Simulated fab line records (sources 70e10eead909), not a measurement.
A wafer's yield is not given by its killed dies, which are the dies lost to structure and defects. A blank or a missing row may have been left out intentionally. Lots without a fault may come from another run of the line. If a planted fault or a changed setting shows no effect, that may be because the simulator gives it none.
fab line records || flow nand-harc || part 2 of 2: steps 21 to 32 of 32
record {"lots": 5, "wafers": 15, "last-day": 29}
route steps=1302 shown A_SGD_CUT@903 A_SLIT@922
lots untouched by any fault: they come from a run of this same line in which no faults occurred
start-h: hours from the record's opening day to when the first of the lot's shown wafers began || wait-h: how many hours have passed since the lot's step before this one || " identical to the entry in the row above || L1.1+2: several wafers, shown together as one row || - either no value or no given start || * or withheld: withheld || < > ~ a bound
route shown NAME@n: names a module that has steps shown in the file, with the first one's number in the route || usual: the fault-free wafers' mean and standard deviation || same: alike in all rows || chamber/n: place in a boat || sites: readings site by site || _std_site: standard deviation across them || _edge_site: the outer-site mean with the inner-site mean subtracted || radius-mm: for every site, how far away it sits from the centre of the wafer || mask NAME#n: copy n || behind: the most recent tool/chamber to have shaped the wafer || hold: cause of the lot's hold/its duration in hours/its outcome || device: transistor that didn't switch, given as n, p or np || end of line: the tests these same wafers got at the end of their route || a step with no rows: only its recipe || killed: dies that structure and defects cost at the first sort, which is not the same as the wafer's yield || map: a wafer's dies, marking killed ones x, the rest . and places with no die _
set.NAME: the setting as run; set.NAME@STEP: as run at that earlier step || model.NAME: the simulator's own value behind a step, which no gauge read
a table for each step, a row for each wafer; lots at some steps of the route
services: the hour from which a tool's chamber was out of use, counted from the record's first day as start-h (under 0 if before that day), plus the number of hours and why
## steps
# step NHARC_A_SLIT_DEP_00
# recipe {"target-thk-a": 62000, "temp-c": 400, "material": "aC"}
# usual {"throttle-valve-pct": "35.001/0.0085"}
{"lot.wafer": "L076.1", "tool": "acl-dep-01", "chamber": 0, "start-h": 467.05, "wait-h": "-", "throttle-valve-pct": 34.998}
{"lot.wafer": "L076.3", "tool": "acl-dep-01", "chamber": 0, "start-h": 468.29, "wait-h": "-", "throttle-valve-pct": 35.002}
{"lot.wafer": "L076.5", "tool": "acl-dep-01", "chamber": 0, "start-h": 469.53, "wait-h": "-", "throttle-valve-pct": 34.988}
{"lot.wafer": "L084.1", "tool": "acl-dep-01", "chamber": 0, "start-h": 539.84, "wait-h": "-", "throttle-valve-pct": 35.001}
{"lot.wafer": "L084.2", "tool": "acl-dep-01", "chamber": 0, "start-h": 539.84, "wait-h": "-", "throttle-valve-pct": 35.004}
{"lot.wafer": "L084.3", "tool": "acl-dep-01", "chamber": 0, "start-h": 539.84, "wait-h": "-", "throttle-valve-pct": 35.006}
{"lot.wafer": "L086.1", "tool": "acl-dep-03", "chamber": 0, "start-h": 543.73, "wait-h": "-", "throttle-valve-pct": 34.998}
{"lot.wafer": "L086.3", "tool": "acl-dep-03", "chamber": 0, "start-h": 544.97, "wait-h": "-", "throttle-valve-pct": 35.001}
{"lot.wafer": "L086.4", "tool": "acl-dep-03", "chamber": 0, "start-h": 544.97, "wait-h": "-", "throttle-valve-pct": 34.999}
{"lot.wafer": "L087.1", "tool": "acl-dep-02", "chamber": 0, "start-h": 579.11, "wait-h": "-", "throttle-valve-pct": 35.008}
{"lot.wafer": "L087.3", "tool": "acl-dep-02", "chamber": 0, "start-h": 580.35, "wait-h": "-", "throttle-valve-pct": 34.992}
{"lot.wafer": "L087.4", "tool": "acl-dep-02", "chamber": 0, "start-h": 580.35, "wait-h": "-", "throttle-valve-pct": 35.006}
{"lot.wafer": "L088.2", "tool": "acl-dep-03", "chamber": 0, "start-h": 587.12, "wait-h": "-", "throttle-valve-pct": 34.994}
{"lot.wafer": "L088.3", "tool": "acl-dep-03", "chamber": 0, "start-h": 587.12, "wait-h": "-", "throttle-valve-pct": 35.000}
{"lot.wafer": "L088.5", "tool": "acl-dep-03", "chamber": 0, "start-h": 588.98, "wait-h": "-", "throttle-valve-pct": 35.011}
# step NHARC_A_SLIT_DEP_23
# recipe {"target-thk-a": 1000, "target-thk-nm": 100, "temp-c": 400, "pressure-torr": 3.5, "flow-sccm": 200, "rf-w": 350, "material": "SiON"}
# usual {"heater-power-w": "742/87"}
{"lot.wafer": "L076.3", "tool": "pecvd-01", "chamber": 2, "start-h": 470.82, "wait-h": 1.9, "heater-power-w": 806}
{"lot.wafer": "L076.1", "tool": "pecvd-01", "chamber": 0, "start-h": 470.82, "wait-h": 1.9, "heater-power-w": 693}
{"lot.wafer": "L076.5", "tool": "pecvd-01", "chamber": 0, "start-h": 470.82, "wait-h": 1.9, "heater-power-w": 686}
{"lot.wafer": "L084.2", "tool": "pecvd-03", "chamber": 0, "start-h": 543.67, "wait-h": 2.6, "heater-power-w": 708}
{"lot.wafer": "L084.3", "tool": "pecvd-03", "chamber": 1, "start-h": 543.67, "wait-h": 2.6, "heater-power-w": 926}
{"lot.wafer": "L084.1", "tool": "pecvd-03", "chamber": 2, "start-h": 543.67, "wait-h": 2.6, "heater-power-w": 706}
{"lot.wafer": "L086.3", "tool": "pecvd-04", "chamber": 1, "start-h": 547.50, "wait-h": 1.9, "heater-power-w": 866}
{"lot.wafer": "L086.1", "tool": "pecvd-04", "chamber": 2, "start-h": 547.50, "wait-h": 1.9, "heater-power-w": 651}
{"lot.wafer": "L086.4", "tool": "pecvd-04", "chamber": 1, "start-h": 547.50, "wait-h": 1.9, "heater-power-w": 873}
{"lot.wafer": "L087.1", "tool": "pecvd-03", "chamber": 2, "start-h": 582.85, "wait-h": 3.1, "heater-power-w": 789}
{"lot.wafer": "L087.3", "tool": "pecvd-03", "chamber": 0, "start-h": 582.85, "wait-h": 3.1, "heater-power-w": 731}
{"lot.wafer": "L087.4", "tool": "pecvd-03", "chamber": 0, "start-h": 582.85, "wait-h": 3.1, "heater-power-w": 743}
{"lot.wafer": "L088.2", "tool": "pecvd-04", "chamber": 0, "start-h": 590.28, "wait-h": 2.5, "heater-power-w": 822}
{"lot.wafer": "L088.3", "tool": "pecvd-04", "chamber": 1, "start-h": 590.28, "wait-h": 2.5, "heater-power-w": 869}
{"lot.wafer": "L088.5", "tool": "pecvd-04", "chamber": 2, "start-h": 590.28, "wait-h": 2.5, "heater-power-w": 612}
# step NHARC_A_SLIT_DEHYDRATE_01
# recipe {"temp-c": 150, "time-s": 120}
# usual {"exhaust-pa": "45.2/0.9"}
# same {"time-s": 120}
{"lot.wafer": "L076.1", "tool": "litho-track-06", "chamber": 0, "start-h": 471.07, "wait-h": 0.2, "exhaust-pa": 44.2}
{"lot.wafer": "L076.3", "tool": "litho-track-06", "chamber": 0, "start-h": 471.07, "wait-h": 0.2, "exhaust-pa": 43.7}
{"lot.wafer": "L076.5", "tool": "litho-track-06", "chamber": 0, "start-h": 471.07, "wait-h": 0.2, "exhaust-pa": 44.8}
{"lot.wafer": "L084.1", "tool": "litho-track-01", "chamber": 0, "start-h": 543.94, "wait-h": 0.2, "exhaust-pa": 44.3}
{"lot.wafer": "L084.2", "tool": "litho-track-01", "chamber": 0, "start-h": 543.94, "wait-h": 0.2, "exhaust-pa": 44.3}
{"lot.wafer": "L084.3", "tool": "litho-track-01", "chamber": 0, "start-h": 543.94, "wait-h": 0.2, "exhaust-pa": 43.3}
{"lot.wafer": "L086.1", "tool": "litho-track-01", "chamber": 0, "start-h": 547.74, "wait-h": 0.2, "exhaust-pa": 45.0}
{"lot.wafer": "L086.3", "tool": "litho-track-01", "chamber": 0, "start-h": 547.74, "wait-h": 0.2, "exhaust-pa": 45.3}
{"lot.wafer": "L086.4", "tool": "litho-track-01", "chamber": 0, "start-h": 547.74, "wait-h": 0.2, "exhaust-pa": 44.5}
{"lot.wafer": "L087.1", "tool": "litho-track-06", "chamber": 0, "start-h": 583.12, "wait-h": 0.2, "exhaust-pa": 45.9}
{"lot.wafer": "L087.3", "tool": "litho-track-06", "chamber": 0, "start-h": 583.12, "wait-h": 0.2, "exhaust-pa": 45.6}
{"lot.wafer": "L087.4", "tool": "litho-track-06", "chamber": 0, "start-h": 583.12, "wait-h": 0.2, "exhaust-pa": 44.7}
{"lot.wafer": "L088.2", "tool": "litho-track-06", "chamber": 0, "start-h": 590.52, "wait-h": 0.2, "exhaust-pa": 43.7}
{"lot.wafer": "L088.3", "tool": "litho-track-06", "chamber": 0, "start-h": 590.52, "wait-h": 0.2, "exhaust-pa": 44.5}
{"lot.wafer": "L088.5", "tool": "litho-track-06", "chamber": 0, "start-h": 590.52, "wait-h": 0.2, "exhaust-pa": 45.1}
# step NHARC_A_SLIT_HMDS_02
# recipe {"time-s": 30}
# usual {"exhaust-pa": "45.2/0.84"}
# same {"time-s": 30}
{"lot.wafer": "L076.1", "tool": "litho-track-06", "chamber": 0, "start-h": "-", "wait-h": "-", "exhaust-pa": 44.3}
{"lot.wafer": "L076.3", "tool": "litho-track-06", "chamber": 0, "start-h": "-", "wait-h": "-", "exhaust-pa": 45.1}
{"lot.wafer": "L076.5", "tool": "litho-track-06", "chamber": 0, "start-h": "-", "wait-h": "-", "exhaust-pa": 45.3}
{"lot.wafer": "L084.1", "tool": "litho-track-01", "chamber": 0, "start-h": "-", "wait-h": "-", "exhaust-pa": 44.2}
{"lot.wafer": "L084.2", "tool": "litho-track-01", "chamber": 0, "start-h": "-", "wait-h": "-", "exhaust-pa": 45.9}
{"lot.wafer": "L084.3", "tool": "litho-track-01", "chamber": 0, "start-h": "-", "wait-h": "-", "exhaust-pa": 44.5}
{"lot.wafer": "L086.1", "tool": "litho-track-01", "chamber": 0, "start-h": "-", "wait-h": "-", "exhaust-pa": 45.3}
{"lot.wafer": "L086.3", "tool": "litho-track-01", "chamber": 0, "start-h": "-", "wait-h": "-", "exhaust-pa": 45.4}
{"lot.wafer": "L086.4", "tool": "litho-track-01", "chamber": 0, "start-h": "-", "wait-h": "-", "exhaust-pa": 45.3}
{"lot.wafer": "L087.1", "tool": "litho-track-06", "chamber": 0, "start-h": "-", "wait-h": "-", "exhaust-pa": 44.5}
{"lot.wafer": "L087.3", "tool": "litho-track-06", "chamber": 0, "start-h": "-", "wait-h": "-", "exhaust-pa": 45.9}
{"lot.wafer": "L087.4", "tool": "litho-track-06", "chamber": 0, "start-h": "-", "wait-h": "-", "exhaust-pa": 46.0}
{"lot.wafer": "L088.2", "tool": "litho-track-06", "chamber": 0, "start-h": "-", "wait-h": "-", "exhaust-pa": 45.6}
{"lot.wafer": "L088.3", "tool": "litho-track-06", "chamber": 0, "start-h": "-", "wait-h": "-", "exhaust-pa": 43.9}
{"lot.wafer": "L088.5", "tool": "litho-track-06", "chamber": 0, "start-h": "-", "wait-h": "-", "exhaust-pa": 44.9}
# step NHARC_A_SLIT_COAT_03
# recipe {"spin-rpm": 1500, "resist-thk-nm": 90}
# usual {"exhaust-pa": "44.8/0.92"}
{"lot.wafer": "L076.1", "tool": "litho-track-06", "chamber": 0, "start-h": "-", "wait-h": "-", "exhaust-pa": 44.7}
{"lot.wafer": "L076.3", "tool": "litho-track-06", "chamber": 0, "start-h": "-", "wait-h": "-", "exhaust-pa": 45.8}
{"lot.wafer": "L076.5", "tool": "litho-track-06", "chamber": 0, "start-h": "-", "wait-h": "-", "exhaust-pa": 46.0}
{"lot.wafer": "L084.1", "tool": "litho-track-01", "chamber": 0, "start-h": "-", "wait-h": "-", "exhaust-pa": 45.1}
{"lot.wafer": "L084.2", "tool": "litho-track-01", "chamber": 0, "start-h": "-", "wait-h": "-", "exhaust-pa": 44.2}
{"lot.wafer": "L084.3", "tool": "litho-track-01", "chamber": 0, "start-h": "-", "wait-h": "-", "exhaust-pa": 46.0}
{"lot.wafer": "L086.1", "tool": "litho-track-01", "chamber": 0, "start-h": "-", "wait-h": "-", "exhaust-pa": 44.2}
{"lot.wafer": "L086.3", "tool": "litho-track-01", "chamber": 0, "start-h": "-", "wait-h": "-", "exhaust-pa": 45.3}
{"lot.wafer": "L086.4", "tool": "litho-track-01", "chamber": 0, "start-h": "-", "wait-h": "-", "exhaust-pa": 45.0}
{"lot.wafer": "L087.1", "tool": "litho-track-06", "chamber": 0, "start-h": "-", "wait-h": "-", "exhaust-pa": 45.8}
{"lot.wafer": "L087.3", "tool": "litho-track-06", "chamber": 0, "start-h": "-", "wait-h": "-", "exhaust-pa": 45.5}
{"lot.wafer": "L087.4", "tool": "litho-track-06", "chamber": 0, "start-h": "-", "wait-h": "-", "exhaust-pa": 46.0}
{"lot.wafer": "L088.2", "tool": "litho-track-06", "chamber": 0, "start-h": "-", "wait-h": "-", "exhaust-pa": 45.0}
{"lot.wafer": "L088.3", "tool": "litho-track-06", "chamber": 0, "start-h": "-", "wait-h": "-", "exhaust-pa": 44.9}
{"lot.wafer": "L088.5", "tool": "litho-track-06", "chamber": 0, "start-h": "-", "wait-h": "-", "exhaust-pa": 44.6}
# step NHARC_A_SLIT_SOFTBAKE_04
# recipe {"temp-c": 105, "time-s": 55}
# usual {"exhaust-pa": "45.2/0.84"}
# same {"time-s": 55}
{"lot.wafer": "L076.1", "tool": "litho-track-06", "chamber": 0, "start-h": "-", "wait-h": "-", "exhaust-pa": 45.7}
{"lot.wafer": "L076.3", "tool": "litho-track-06", "chamber": 0, "start-h": "-", "wait-h": "-", "exhaust-pa": 46.3}
{"lot.wafer": "L076.5", "tool": "litho-track-06", "chamber": 0, "start-h": "-", "wait-h": "-", "exhaust-pa": 45.5}
{"lot.wafer": "L084.1", "tool": "litho-track-01", "chamber": 0, "start-h": "-", "wait-h": "-", "exhaust-pa": 45.5}
{"lot.wafer": "L084.2", "tool": "litho-track-01", "chamber": 0, "start-h": "-", "wait-h": "-", "exhaust-pa": 45.2}
{"lot.wafer": "L084.3", "tool": "litho-track-01", "chamber": 0, "start-h": "-", "wait-h": "-", "exhaust-pa": 44.8}
{"lot.wafer": "L086.1", "tool": "litho-track-01", "chamber": 0, "start-h": "-", "wait-h": "-", "exhaust-pa": 45.5}
{"lot.wafer": "L086.3", "tool": "litho-track-01", "chamber": 0, "start-h": "-", "wait-h": "-", "exhaust-pa": 46.3}
{"lot.wafer": "L086.4", "tool": "litho-track-01", "chamber": 0, "start-h": "-", "wait-h": "-", "exhaust-pa": 45.4}
{"lot.wafer": "L087.1", "tool": "litho-track-06", "chamber": 0, "start-h": "-", "wait-h": "-", "exhaust-pa": 46.0}
{"lot.wafer": "L087.3", "tool": "litho-track-06", "chamber": 0, "start-h": "-", "wait-h": "-", "exhaust-pa": 46.0}
{"lot.wafer": "L087.4", "tool": "litho-track-06", "chamber": 0, "start-h": "-", "wait-h": "-", "exhaust-pa": 44.1}
{"lot.wafer": "L088.2", "tool": "litho-track-06", "chamber": 0, "start-h": "-", "wait-h": "-", "exhaust-pa": 46.0}
{"lot.wafer": "L088.3", "tool": "litho-track-06", "chamber": 0, "start-h": "-", "wait-h": "-", "exhaust-pa": 44.9}
{"lot.wafer": "L088.5", "tool": "litho-track-06", "chamber": 0, "start-h": "-", "wait-h": "-", "exhaust-pa": 45.0}
# step NHARC_A_SLIT_EBR_05
# usual {"exhaust-pa": "45.2/0.78"}
{"lot.wafer": "L076.1", "tool": "litho-track-06", "chamber": 0, "start-h": "-", "wait-h": "-", "exhaust-pa": 45.6}
{"lot.wafer": "L076.3", "tool": "litho-track-06", "chamber": 0, "start-h": "-", "wait-h": "-", "exhaust-pa": 46.1}
{"lot.wafer": "L076.5", "tool": "litho-track-06", "chamber": 0, "start-h": "-", "wait-h": "-", "exhaust-pa": 44.9}
{"lot.wafer": "L084.1", "tool": "litho-track-01", "chamber": 0, "start-h": "-", "wait-h": "-", "exhaust-pa": 43.0}
{"lot.wafer": "L084.2", "tool": "litho-track-01", "chamber": 0, "start-h": "-", "wait-h": "-", "exhaust-pa": 44.3}
{"lot.wafer": "L084.3", "tool": "litho-track-01", "chamber": 0, "start-h": "-", "wait-h": "-", "exhaust-pa": 43.6}
{"lot.wafer": "L086.1", "tool": "litho-track-01", "chamber": 0, "start-h": "-", "wait-h": "-", "exhaust-pa": 45.0}
{"lot.wafer": "L086.3", "tool": "litho-track-01", "chamber": 0, "start-h": "-", "wait-h": "-", "exhaust-pa": 45.7}
{"lot.wafer": "L086.4", "tool": "litho-track-01", "chamber": 0, "start-h": "-", "wait-h": "-", "exhaust-pa": 44.3}
{"lot.wafer": "L087.1", "tool": "litho-track-06", "chamber": 0, "start-h": "-", "wait-h": "-", "exhaust-pa": 44.2}
{"lot.wafer": "L087.3", "tool": "litho-track-06", "chamber": 0, "start-h": "-", "wait-h": "-", "exhaust-pa": 44.5}
{"lot.wafer": "L087.4", "tool": "litho-track-06", "chamber": 0, "start-h": "-", "wait-h": "-", "exhaust-pa": 45.9}
{"lot.wafer": "L088.2", "tool": "litho-track-06", "chamber": 0, "start-h": "-", "wait-h": "-", "exhaust-pa": 44.8}
{"lot.wafer": "L088.3", "tool": "litho-track-06", "chamber": 0, "start-h": "-", "wait-h": "-", "exhaust-pa": 46.3}
{"lot.wafer": "L088.5", "tool": "litho-track-06", "chamber": 0, "start-h": "-", "wait-h": "-", "exhaust-pa": 46.7}
# step NHARC_A_SLIT_EXPOSE_06
# recipe {"na": 1.35, "dose-mj": 60.82, "mask-id": "SLIT"}
{"lot.wafer": "L076.1+3+5", "tool": "arfi-scanner-03", "chamber": 0, "start-h": 471.34, "wait-h": "-", "mask": "SLIT#0"}
{"lot.wafer": "L084.1+2+3", "tool": "arfi-scanner-01", "chamber": 0, "start-h": 544.36, "wait-h": "-", "mask": "SLIT#0"}
{"lot.wafer": "L086.1+3+4", "tool": "arfi-scanner-02", "chamber": 0, "start-h": 548.02, "wait-h": "-", "mask": "SLIT#0"}
{"lot.wafer": "L087.1+3+4", "tool": "arfi-scanner-01", "chamber": 0, "start-h": 583.26, "wait-h": "-", "mask": "SLIT#0"}
{"lot.wafer": "L088.2+3+5", "tool": "arfi-scanner-02", "chamber": 0, "start-h": 590.79, "wait-h": "-", "mask": "SLIT#0"}
# step NHARC_A_SLIT_PEB_07
# recipe {"peb-temp-c": 100, "peb-time-s": 65}
# usual {"exhaust-pa": "45.0/0.9"}
{"lot.wafer": "L076.1", "tool": "litho-track-06", "chamber": 0, "start-h": 471.40, "wait-h": 0.1, "exhaust-pa": 44.8}
{"lot.wafer": "L076.3", "tool": "litho-track-06", "chamber": 0, "start-h": 471.40, "wait-h": 0.1, "exhaust-pa": 46.3}
{"lot.wafer": "L076.5", "tool": "litho-track-06", "chamber": 0, "start-h": 471.40, "wait-h": 0.1, "exhaust-pa": 45.8}
{"lot.wafer": "L084.1", "tool": "litho-track-01", "chamber": 0, "start-h": 544.42, "wait-h": 0.1, "exhaust-pa": 44.8}
{"lot.wafer": "L084.2", "tool": "litho-track-01", "chamber": 0, "start-h": 544.42, "wait-h": 0.1, "exhaust-pa": 44.3}
{"lot.wafer": "L084.3", "tool": "litho-track-01", "chamber": 0, "start-h": 544.42, "wait-h": 0.1, "exhaust-pa": 44.1}
{"lot.wafer": "L086.1", "tool": "litho-track-06", "chamber": 0, "start-h": 548.08, "wait-h": 0.1, "exhaust-pa": 43.9}
{"lot.wafer": "L086.3", "tool": "litho-track-06", "chamber": 0, "start-h": 548.08, "wait-h": 0.1, "exhaust-pa": 44.6}
{"lot.wafer": "L086.4", "tool": "litho-track-06", "chamber": 0, "start-h": 548.08, "wait-h": 0.1, "exhaust-pa": 44.1}
{"lot.wafer": "L087.1", "tool": "litho-track-06", "chamber": 0, "start-h": 583.32, "wait-h": 0.1, "exhaust-pa": 43.7}
{"lot.wafer": "L087.3", "tool": "litho-track-06", "chamber": 0, "start-h": 583.32, "wait-h": 0.1, "exhaust-pa": 44.3}
{"lot.wafer": "L087.4", "tool": "litho-track-06", "chamber": 0, "start-h": 583.32, "wait-h": 0.1, "exhaust-pa": 44.2}
{"lot.wafer": "L088.2", "tool": "litho-track-04", "chamber": 0, "start-h": 590.85, "wait-h": 0.1, "exhaust-pa": 44.7}
{"lot.wafer": "L088.3", "tool": "litho-track-04", "chamber": 0, "start-h": 590.85, "wait-h": 0.1, "exhaust-pa": 44.7}
{"lot.wafer": "L088.5", "tool": "litho-track-04", "chamber": 0, "start-h": 590.85, "wait-h": 0.1, "exhaust-pa": 43.7}
# step NHARC_A_SLIT_DEVELOP_08
# recipe {"develop-time-s": 35, "dev-temp-c": 23}
# usual {"exhaust-pa": "45.0/0.93"}
{"lot.wafer": "L076.1", "tool": "litho-track-06", "chamber": 0, "start-h": "-", "wait-h": "-", "exhaust-pa": 43.5}
{"lot.wafer": "L076.3", "tool": "litho-track-06", "chamber": 0, "start-h": "-", "wait-h": "-", "exhaust-pa": 44.5}
{"lot.wafer": "L076.5", "tool": "litho-track-06", "chamber": 0, "start-h": "-", "wait-h": "-", "exhaust-pa": 44.6}
{"lot.wafer": "L084.1", "tool": "litho-track-01", "chamber": 0, "start-h": "-", "wait-h": "-", "exhaust-pa": 44.5}
{"lot.wafer": "L084.2", "tool": "litho-track-01", "chamber": 0, "start-h": "-", "wait-h": "-", "exhaust-pa": 44.8}
{"lot.wafer": "L084.3", "tool": "litho-track-01", "chamber": 0, "start-h": "-", "wait-h": "-", "exhaust-pa": 44.3}
{"lot.wafer": "L086.1", "tool": "litho-track-06", "chamber": 0, "start-h": "-", "wait-h": "-", "exhaust-pa": 46.7}
{"lot.wafer": "L086.3", "tool": "litho-track-06", "chamber": 0, "start-h": "-", "wait-h": "-", "exhaust-pa": 44.4}
{"lot.wafer": "L086.4", "tool": "litho-track-06", "chamber": 0, "start-h": "-", "wait-h": "-", "exhaust-pa": 45.1}
{"lot.wafer": "L087.1", "tool": "litho-track-06", "chamber": 0, "start-h": "-", "wait-h": "-", "exhaust-pa": 43.5}
{"lot.wafer": "L087.3", "tool": "litho-track-06", "chamber": 0, "start-h": "-", "wait-h": "-", "exhaust-pa": 45.7}
{"lot.wafer": "L087.4", "tool": "litho-track-06", "chamber": 0, "start-h": "-", "wait-h": "-", "exhaust-pa": 44.1}
{"lot.wafer": "L088.2", "tool": "litho-track-04", "chamber": 0, "start-h": "-", "wait-h": "-", "exhaust-pa": 44.4}
{"lot.wafer": "L088.3", "tool": "litho-track-04", "chamber": 0, "start-h": "-", "wait-h": "-", "exhaust-pa": 45.6}
{"lot.wafer": "L088.5", "tool": "litho-track-04", "chamber": 0, "start-h": "-", "wait-h": "-", "exhaust-pa": 44.8}
# step NHARC_A_SLIT_CD_MEAS_09
# recipe {"target-cd-nm": 300, "landing-energy-ev": 500}
# usual {"cd-nm": "300.0/0.44"}
{"lot.wafer": "L076.1", "tool": "cd-sem-03", "chamber": 0, "start-h": 471.48, "wait-h": "-", "cd-nm": 299.7}
{"lot.wafer": "L076.3", "tool": "cd-sem-03", "chamber": 0, "start-h": 471.48, "wait-h": "-", "cd-nm": 300.1}
{"lot.wafer": "L076.5", "tool": "cd-sem-03", "chamber": 0, "start-h": 471.48, "wait-h": "-", "cd-nm": 299.3}
{"lot.wafer": "L084.1", "tool": "cd-sem-02", "chamber": 0, "start-h": 544.49, "wait-h": "-", "cd-nm": 300.1}
{"lot.wafer": "L084.2", "tool": "cd-sem-02", "chamber": 0, "start-h": 544.49, "wait-h": "-", "cd-nm": 300.4}
{"lot.wafer": "L084.3", "tool": "cd-sem-02", "chamber": 0, "start-h": 544.49, "wait-h": "-", "cd-nm": 299.7}
{"lot.wafer": "L086.1", "tool": "cd-sem-03", "chamber": 0, "start-h": 548.16, "wait-h": "-", "cd-nm": 299.1}
{"lot.wafer": "L086.3", "tool": "cd-sem-03", "chamber": 0, "start-h": 548.16, "wait-h": "-", "cd-nm": 299.6}
{"lot.wafer": "L086.4", "tool": "cd-sem-03", "chamber": 0, "start-h": 548.16, "wait-h": "-", "cd-nm": 299.9}
{"lot.wafer": "L087.1", "tool": "cd-sem-02", "chamber": 0, "start-h": 583.40, "wait-h": "-", "cd-nm": 299.1}
{"lot.wafer": "L087.3", "tool": "cd-sem-02", "chamber": 0, "start-h": 583.40, "wait-h": "-", "cd-nm": 299.1}
{"lot.wafer": "L087.4", "tool": "cd-sem-02", "chamber": 0, "start-h": 583.40, "wait-h": "-", "cd-nm": 300.0}
{"lot.wafer": "L088.2", "tool": "cd-sem-03", "chamber": 0, "start-h": 590.93, "wait-h": "-", "cd-nm": 299.9}
{"lot.wafer": "L088.3", "tool": "cd-sem-03", "chamber": 0, "start-h": 590.93, "wait-h": "-", "cd-nm": 299.3}
{"lot.wafer": "L088.5", "tool": "cd-sem-03", "chamber": 0, "start-h": 590.93, "wait-h": "-", "cd-nm": 299.9}
# step NHARC_A_SLIT_OVL_MEAS_10
# usual {"overlay-x-nm": "0.0/0.66", "overlay-y-nm": "-0.2/0.86"}
{"lot.wafer": "L076.1", "tool": "overlay-02", "chamber": "-", "start-h": 471.56, "wait-h": "-", "overlay-x-nm": 1.0, "overlay-y-nm": -1.2}
{"lot.wafer": "L076.3", "tool": "overlay-02", "chamber": "-", "start-h": 471.56, "wait-h": "-", "overlay-x-nm": 1.3, "overlay-y-nm": -1.8}
{"lot.wafer": "L076.5", "tool": "overlay-02", "chamber": "-", "start-h": 471.56, "wait-h": "-", "overlay-x-nm": 0.5, "overlay-y-nm": -1.4}
{"lot.wafer": "L084.1", "tool": "overlay-02", "chamber": "-", "start-h": 544.58, "wait-h": "-", "overlay-x-nm": -0.1, "overlay-y-nm": -0.7}
{"lot.wafer": "L084.2", "tool": "overlay-02", "chamber": "-", "start-h": 544.58, "wait-h": "-", "overlay-x-nm": -0.4, "overlay-y-nm": -1.0}
{"lot.wafer": "L084.3", "tool": "overlay-02", "chamber": "-", "start-h": 544.58, "wait-h": "-", "overlay-x-nm": -0.6, "overlay-y-nm": -0.7}
{"lot.wafer": "L086.1", "tool": "overlay-02", "chamber": "-", "start-h": 548.25, "wait-h": "-", "overlay-x-nm": 0.6, "overlay-y-nm": -0.8}
{"lot.wafer": "L086.3", "tool": "overlay-02", "chamber": "-", "start-h": 548.25, "wait-h": "-", "overlay-x-nm": 0.6, "overlay-y-nm": -0.5}
{"lot.wafer": "L086.4", "tool": "overlay-02", "chamber": "-", "start-h": 548.25, "wait-h": "-", "overlay-x-nm": 1.0, "overlay-y-nm": -0.8}
{"lot.wafer": "L087.1", "tool": "overlay-01", "chamber": "-", "start-h": 583.49, "wait-h": "-", "overlay-x-nm": -0.2, "overlay-y-nm": -0.4}
{"lot.wafer": "L087.3", "tool": "overlay-01", "chamber": "-", "start-h": 583.49, "wait-h": "-", "overlay-x-nm": 0.4, "overlay-y-nm": -0.1}
{"lot.wafer": "L087.4", "tool": "overlay-01", "chamber": "-", "start-h": 583.49, "wait-h": "-", "overlay-x-nm": 0.4, "overlay-y-nm": -0.3}
{"lot.wafer": "L088.2", "tool": "overlay-01", "chamber": "-", "start-h": 591.02, "wait-h": "-", "overlay-x-nm": -0.8, "overlay-y-nm": 0.3}
{"lot.wafer": "L088.3", "tool": "overlay-01", "chamber": "-", "start-h": 591.02, "wait-h": "-", "overlay-x-nm": -0.7, "overlay-y-nm": -0.1}
{"lot.wafer": "L088.5", "tool": "overlay-01", "chamber": "-", "start-h": 591.02, "wait-h": "-", "overlay-x-nm": 0.0, "overlay-y-nm": 0.2}
## services
{"tool": "pecvd-03", "chamber": 2, "start-h": 434.99, "hours": 7.0, "kind": "repair"}
{"tool": "pecvd-04", "chamber": 1, "start-h": 450.78, "hours": 9.0, "kind": "repair"}
{"tool": "cmp-03", "chamber": "-", "start-h": 456.13, "hours": 4.0, "kind": "pm"}
{"tool": "rie-diel-07", "chamber": "-", "start-h": 471.30, "hours": 9.0, "kind": "pm"}
{"tool": "acl-dep-03", "chamber": "-", "start-h": 482.58, "hours": 13.0, "kind": "pm"}
{"tool": "arfi-scanner-02", "chamber": "-", "start-h": 484.02, "hours": 4.0, "kind": "pm"}
{"tool": "rie-diel-06", "chamber": "-", "start-h": 484.20, "hours": 9.0, "kind": "pm"}
{"tool": "cmp-03", "chamber": "-", "start-h": 486.65, "hours": 1.1, "kind": "repair"}
{"tool": "arfi-scanner-01", "chamber": "-", "start-h": 489.62, "hours": 0.5, "kind": "repair"}
{"tool": "pecvd-04", "chamber": "-", "start-h": 489.93, "hours": 13.0, "kind": "pm"}
{"tool": "rie-diel-06", "chamber": "-", "start-h": 497.07, "hours": 0.5, "kind": "repair"}
{"tool": "rie-diel-09", "chamber": "-", "start-h": 497.10, "hours": 9.0, "kind": "pm"}
{"tool": "litho-track-01", "chamber": "-", "start-h": 505.00, "hours": 7.0, "kind": "pm"}
{"tool": "furnace-01", "chamber": "-", "start-h": 512.20, "hours": 7.1, "kind": "repair"}
{"tool": "wet-bench-09", "chamber": "-", "start-h": 528.80, "hours": 8.0, "kind": "pm"}
{"tool": "litho-track-06", "chamber": "-", "start-h": 529.00, "hours": 7.0, "kind": "pm"}
{"tool": "rie-diel-07", "chamber": 3, "start-h": 545.48, "hours": 1.5, "kind": "repair"}
{"tool": "fcvd-01", "chamber": "-", "start-h": 547.00, "hours": 13.0, "kind": "pm"}
{"tool": "pecvd-03", "chamber": "-", "start-h": 547.00, "hours": 13.0, "kind": "pm"}
{"tool": "rie-diel-09", "chamber": "-", "start-h": 548.46, "hours": 1.5, "kind": "repair"}
{"tool": "cmp-03", "chamber": "-", "start-h": 553.04, "hours": 3.0, "kind": "repair"}
{"tool": "rie-diel-09", "chamber": 2, "start-h": 555.63, "hours": 2.9, "kind": "repair"}
{"tool": "rie-diel-09", "chamber": 1, "start-h": 557.94, "hours": 14.2, "kind": "repair"}
{"tool": "cmp-03", "chamber": "-", "start-h": 580.03, "hours": 0.6, "kind": "repair"}
